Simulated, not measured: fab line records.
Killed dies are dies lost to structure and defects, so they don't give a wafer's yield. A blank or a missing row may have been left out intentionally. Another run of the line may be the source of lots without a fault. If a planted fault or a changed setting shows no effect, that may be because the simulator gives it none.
What tool caused it? + flow n5Finfet + 29 wafers from 11 lots sampled at 6 of the route's 1938 steps

## WHAT THE GAUGES READ, wafer by wafer
N5_STI_FIN_REVEAL_INSPECT_13: inspects for defects (darkfield).
| lot  | measured    | on               | rawDefectCount |
|------|-------------|------------------|----------------|
| L777 | day 2 13:22 | defectInspect-01 | 22 12          |
| L778 | day 2 23:24 | defectInspect-02 | 7 8 19         |
| L781 | day 3 14:35 | defectInspect-02 | 21 1411 4      |
| L790 | day 5 19:35 | defectInspect-02 | 10 15 23       |
| L792 | day 6 06:46 | defectInspect-01 | 9 8 15         |
| L794 | day 6 19:39 | defectInspect-02 | 10 12 28       |
| L795 | day 7 01:22 | defectInspect-02 | 13 13          |
| L796 | day 7 05:42 | defectInspect-01 | 9 6 7          |
| L797 | day 7 12:23 | defectInspect-01 | 20 7           |
| L798 | day 7 18:18 | defectInspect-02 | 8 5            |
| L800 | day 8 07:24 | defectInspect-01 | 5 12 11        |

N5_BEOL_M4_RC_MEAS_101.
| lot  | measured     | on        | DIBL_N (mV/V)  | DIBL_P (mV/V)  | IOFF_N (nA/um)    | IOFF_P (nA/um) | ION_N (uA/um) | ION_P (uA/um) | SS_N (mV/dec)  | SS_P (mV/dec)  | VT_N (mV)   | VT_P (mV)      |
|------|--------------|-----------|----------------|----------------|-------------------|----------------|---------------|---------------|----------------|----------------|-------------|----------------|
| L777 | day 7 20:53  | prober-01 | 40.7 39.1      | 40.5 38.7      | 0.246 0.186       | 0.30 0.25      | 688 671       | 472 466       | 71.9 72.2      | 73.7 74.2      | 243 247     | -246 -248      |
| L778 | day 8 00:02  | prober-02 | 35.3 36.1 36.5 | 35.1 35.6 36.0 | 0.145 0.159 0.167 | 0.20 0.21 0.22 | 682 679 675   | 464 471 462   | 70.8 70.7 70.7 | 72.4 72.5 72.9 | 250 248 249 | -248 -247 -251 |
| L781 | day 9 08:10  | prober-01 | 33.3 34.5 34.5 | 33.7 34.8 33.9 | 0.114 0.136 0.139 | 0.15 0.17 0.16 | 660 679 669   | 456 470 457   | 70.6 70.5 71.2 | 72.6 72.8 73.1 | 256 255 252 | -255 -252 -254 |
| L790 | day 11 02:11 | prober-01 | 37.0 36.2 37.1 | 36.9 37.5 37.5 | 0.165 0.169 0.171 | 0.19 0.20 0.20 | 680 685 691   | 460 469 471   | 72.2 71.6 72.1 | 73.3 73.2 74.1 | 249 251 249 | -254 -252 -256 |
| L792 | day 12 11:51 | prober-01 | 39.2 36.6 36.7 | 41.0 37.4 37.9 | 0.242 0.177 0.181 | 0.30 0.23 0.24 | 688 682 679   | 471 470 469   | 72.4 72.3 72.8 | 74.4 73.9 73.5 | 243 247 247 | -245 -248 -246 |
| L794 | day 12 12:45 | prober-02 | 34.3 33.1 35.6 | 35.0 34.0 37.1 | 0.128 0.112 0.155 | 0.18 0.17 0.21 | 662 660 689   | 465 458 472   | 71.2 71.3 71.4 | 72.5 72.6 73.0 | 253 255 249 | -251 -252 -252 |
| L795 | day 12 16:46 | prober-01 | 36.1 34.9      | 36.7 35.5      | 0.142 0.133       | 0.19 0.18      | 666 673       | 457 463       | 71.4 71.2      | 73.5 72.8      | 254 252     | -251 -251      |
| L796 | day 12 16:40 | prober-02 | 35.7 38.5 37.5 | 34.2 38.1 35.7 | 0.147 0.206 0.178 | 0.22 0.27 0.23 | 666 692 697   | 458 471 476   | 71.0 72.0 71.6 | 72.6 74.1 73.1 | 250 245 249 | -248 -246 -250 |
| L797 | day 13 12:14 | prober-01 | 33.4 32.2      | 31.5 30.3      | 0.118 0.107       | 0.16 0.15      | 669 668       | 455 461       | 71.0 69.9      | 72.4 72.7      | 252 255     | -255 -254      |
| L798 | day 13 12:34 | prober-02 | 34.3 34.5      | 34.8 34.4      | 0.135 0.128       | 0.20 0.18      | 665 665       | 463 462       | 71.1 70.9      | 73.0 73.1      | 251 253     | -249 -252      |
| L800 | day 13 21:29 | prober-02 | 36.5 35.6 36.0 | 36.4 35.2 35.8 | 0.155 0.144 0.139 | 0.19 0.16 0.17 | 671 678 670   | 453 456 452   | 72.0 71.4 71.6 | 73.5 73.4 73.5 | 250 251 249 | -254 -257 -253 |

## TOOL THAT RAN EACH LOT (tool first, then ch and the chambers of the sampled wafers, then the start)
| lot  | N5_FIN_CUT_ETCH_21               | N5_FIN_CUT_PRECLEAN_35           | N5_STI_FIN_REVEAL_RECESS_09      | N5_STI_FIN_REVEAL_STRIP_35        |
|------|----------------------------------|----------------------------------|----------------------------------|-----------------------------------|
| L777 | rieDiel-01 ch 1,3, day 2 03:09   | vaporEtch-01 ch 0,1, day 2 03:37 | vaporEtch-01 ch 0,1, day 2 10:03 | wetBench-01 ch 0,6, day 2 13:02   |
| L778 | rieDiel-01 ch 0,1,3, day 2 11:36 | vaporEtch-02 ch 0, day 2 12:05   | vaporEtch-02 ch 0, day 2 19:32   | wetBench-03 ch 2,4,6, day 2 23:04 |
| L781 | rieDiel-04 ch 0,1,2, day 3 02:42 | vaporEtch-01 ch 0,1, day 3 03:10 | vaporEtch-02 ch 0, day 3 10:09   | wetBench-03 ch 0,4,7, day 3 14:14 |
| L790 | rieDiel-01 ch 1,3, day 5 09:55   | vaporEtch-02 ch 0,1, day 5 10:23 | vaporEtch-02 ch 0,1, day 5 16:47 | wetBench-06 ch 2,5,7, day 5 19:14 |
| L792 | rieDiel-05 ch 1,3, day 5 20:18   | vaporEtch-02 ch 0,1, day 5 20:47 | vaporEtch-02 ch 0,1, day 6 04:08 | wetBench-01 ch 0,6,7, day 6 06:25 |
| L794 | rieDiel-05 ch 0,1,2, day 6 09:33 | vaporEtch-01 ch 0,1, day 6 10:01 | vaporEtch-02 ch 0,1, day 6 16:20 | wetBench-01 ch 0,5,6, day 6 19:18 |
| L795 | rieDiel-04 ch 2,3, day 6 15:14   | vaporEtch-02 ch 0,1, day 6 15:43 | vaporEtch-02 ch 0,1, day 6 22:45 | wetBench-06 ch 3,4, day 7 01:01   |
| L796 | rieDiel-01 ch 0,1,2, day 6 20:06 | vaporEtch-01 ch 0,1, day 6 20:35 | vaporEtch-01 ch 0,1, day 7 03:26 | wetBench-06 ch 0,1,7, day 7 05:22 |
| L797 | rieDiel-04 ch 0,3, day 7 02:35   | vaporEtch-02 ch 1, day 7 03:03   | vaporEtch-02 ch 0, day 7 09:36   | wetBench-06 ch 1,7, day 7 12:03   |
| L798 | rieDiel-01 ch 0,2, day 7 08:52   | vaporEtch-01 ch 0,1, day 7 09:12 | vaporEtch-01 ch 0, day 7 16:02   | wetBench-01 ch 2,6, day 7 17:58   |
| L800 | rieDiel-05 ch 0,2,3, day 7 21:47 | vaporEtch-02 ch 0,1, day 7 22:14 | vaporEtch-01 ch 0,1, day 8 04:34 | wetBench-03 ch 1,2,6, day 8 07:03 |
- N5_FIN_CUT_ETCH_21: etches SOC in N2/H2, target depth 219 nm, overetch 43.8 nm, time 523.5 s.
- N5_FIN_CUT_PRECLEAN_35: cleans in vHF, time 13.3 s.
- N5_STI_FIN_REVEAL_RECESS_09: chemistry HF/NH3, target SiO2, afs cycles 11, target depth 42.5 nm, sublimation time 60 s.
- N5_STI_FIN_REVEAL_STRIP_35: strips Si3N4 in H3PO4, target depth 4 nm, time 39 s.

## WHAT THE TOOLS THEMSELVES READ (means of the sampled wafers that have a number; where no wafer has one, the mark that the record gives instead)
N5_FIN_CUT_ETCH_21.
| lot  | tool       | drypumpMotorCurrentA (A) | n2FlowSccm (sccm) | oesProductAu (a.u.) | rfVppV (V) | showerheadPlenumPTorr (Torr) | throttleValvePct (%) |
|------|------------|--------------------------|-------------------|---------------------|------------|------------------------------|----------------------|
| L777 | rieDiel-01 | 5.3                      | 198.9             | 0.83                | 241.0      | 2.60                         | 17.61                |
| L778 | rieDiel-01 | 5.8                      | 199.9             | 0.85                | 242.0      | 2.64                         | 17.65                |
| L781 | rieDiel-04 | 6.2                      | 199.7             | 0.71                | 240.3      | 2.57                         | 17.99                |
| L790 | rieDiel-01 | 5.3                      | 199.9             | 0.79                | 240.7      | 2.59                         | 17.73                |
| L792 | rieDiel-05 | 6.1                      | 199.7             | 0.74                | 240.7      | 2.52                         | 18.09                |
| L794 | rieDiel-05 | 5.6                      | 199.9             | 0.71                | 240.7      | 2.56                         | 17.77                |
| L795 | rieDiel-04 | 5.9                      | 199.9             | 0.68                | 240.9      | 2.54                         | 17.95                |
| L796 | rieDiel-01 | 5.9                      | 199.6             | 0.83                | 241.2      | 2.60                         | 17.62                |
| L797 | rieDiel-04 | 6.0                      | 199.4             | 0.65                | 240.9      | 2.62                         | 17.94                |
| L798 | rieDiel-01 | 6.0                      | 200.3             | 0.84                | 242.7      | 2.60                         | 17.71                |
| L800 | rieDiel-05 | 5.7                      | 199.6             | 0.72                | 241.9      | 2.59                         | 17.81                |

N5_FIN_CUT_PRECLEAN_35.
| lot  | tool         | drypumpMotorCurrentA (A) |
|------|--------------|--------------------------|
| L777 | vaporEtch-01 | 5.6                      |
| L778 | vaporEtch-02 | 6.2                      |
| L781 | vaporEtch-01 | 5.4                      |
| L790 | vaporEtch-02 | 6.2                      |
| L792 | vaporEtch-02 | 6.2                      |
| L794 | vaporEtch-01 | 5.4                      |
| L795 | vaporEtch-02 | 6.2                      |
| L796 | vaporEtch-01 | 5.4                      |
| L797 | vaporEtch-02 | 6.2                      |
| L798 | vaporEtch-01 | 5.6                      |
| L800 | vaporEtch-02 | 6.2                      |

N5_STI_FIN_REVEAL_RECESS_09.
| lot  | tool         | drypumpMotorCurrentA (A) |
|------|--------------|--------------------------|
| L777 | vaporEtch-01 | 5.6                      |
| L778 | vaporEtch-02 | 6.2                      |
| L781 | vaporEtch-02 | 6.2                      |
| L790 | vaporEtch-02 | 6.2                      |
| L792 | vaporEtch-02 | 6.2                      |
| L794 | vaporEtch-02 | 6.2                      |
| L795 | vaporEtch-02 | 6.2                      |
| L796 | vaporEtch-01 | 5.8                      |
| L797 | vaporEtch-02 | 6.2                      |
| L798 | vaporEtch-01 | 5.0                      |
| L800 | vaporEtch-01 | 5.8                      |

## THE ANSWER, worked out from the rows above alone
Rule: usual is defined by the lots themselves. Put in order of their means at a reading, lots are off if they are a third of the lots or fewer, leave a main group of 4 or more, and stand apart from it by a gap of 3 or more times the standard deviation of the main group's means; of several such gaps the widest counts. Not used: any main group whose means are identical at the precision the tables above print for the reading. Also off: a lot with no number at a reading for which 4 or more lots have one. Where the step has rows for the other lots, those lots are counted as sound. Order of review: gauges by route order, followed by the tools' own readings, for which a lot's mean as printed above is used. At the first step where some lot is off, the reading lying furthest off is the one used; lots without a number count as furthest.
Off: L781 (N5_STI_FIN_REVEAL_INSPECT_13, rawDefectCount). For the main group the mean is 12 and the standard deviation 3.6.
If a tool, at a process step before that reading, ran all the lots that are off and no sound lot after the first of them, it fits. Gauges at N5_STI_FIN_REVEAL_INSPECT_13: tried the same way as those tools. Not one of the candidates tried fits.

## WHAT THE SIMULATOR HAD PUT IN
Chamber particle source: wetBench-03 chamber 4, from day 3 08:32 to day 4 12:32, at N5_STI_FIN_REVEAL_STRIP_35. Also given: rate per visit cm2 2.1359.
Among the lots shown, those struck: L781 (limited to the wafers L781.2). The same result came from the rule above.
